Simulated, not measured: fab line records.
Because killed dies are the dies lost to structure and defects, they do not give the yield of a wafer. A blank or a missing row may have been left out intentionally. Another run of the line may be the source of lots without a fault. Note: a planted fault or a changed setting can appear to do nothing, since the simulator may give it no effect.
Matching of chambers + flow n5_finfet + N5_BEOL_M14_TRENCH_ETCH_34 on rie_diel-06: 4 sister chambers
The step etches SiO2 in C4F8/O2/Ar, target depth 556.65 nm, time 126.9 s. 8 wafers are shown with their chamber, then 7 later ones without.

WAFERS WITH THEIR CHAMBER
| wafer  | chamber | rf_vpp_V (V) | showerhead_plenum_p_Torr (Torr) |
|--------|---------|--------------|---------------------------------|
| L077.4 | 2       | 2191         | 3.27                            |
| L083.5 | 1       | 2210         | 3.48                            |
| L083.6 | 2       | 2190         | 3.26                            |
| L087.2 | 0       | 2215         | 3.61                            |
| L087.3 | 1       | 2210         | 3.47                            |
| L087.4 | 3       | 2245         | 3.59                            |
| L093.1 | 3       | 2244         | 3.58                            |
| L093.2 | 0       | 2213         | 3.60                            |

WAFERS MISSING THEIR CHAMBER
| wafer  | rf_vpp_V (V) | showerhead_plenum_p_Torr (Torr) |
|--------|--------------|---------------------------------|
| L093.3 | 2210         | 3.47                            |
| L092.1 | 2214         | 3.60                            |
| L092.2 | 2210         | 3.46                            |
| L092.3 | 2189         | 3.25                            |
| L096.2 | 2243         | 3.58                            |
| L096.3 | 2209         | 3.46                            |
| L096.4 | 2188         | 3.24                            |

WHICH CHAMBER EACH WENT THROUGH
| wafer  | from the rows above | in truth |
|--------|---------------------|----------|
| L093.3 | 1                   | 1        |
| L092.1 | 0                   | 0        |
| L092.2 | 1                   | 1        |
| L092.3 | 2                   | 2        |
| L096.2 | 3                   | 3        |
| L096.3 | 1                   | 1        |
| L096.4 | 2                   | 2        |
Correctly placed: 7 of 7. Left unplaced by these rows: 0. 0 placed wrongly.
How it was worked out, from the rows above alone: a wafer's distance from a chamber is the root of the sum, over the readings, of the square of ((its reading less the chamber's mean) divided by the reading's scatter). The wafer belongs to the nearest chamber; if the next one is less than 2 further off, it can't be placed. For every chamber, the mean is computed from those of its wafers that are shown. The scatter is the square root of a quotient: the sum, over the shown wafers, of each reading's squared deviation from its chamber's mean, divided by wafers minus chambers.
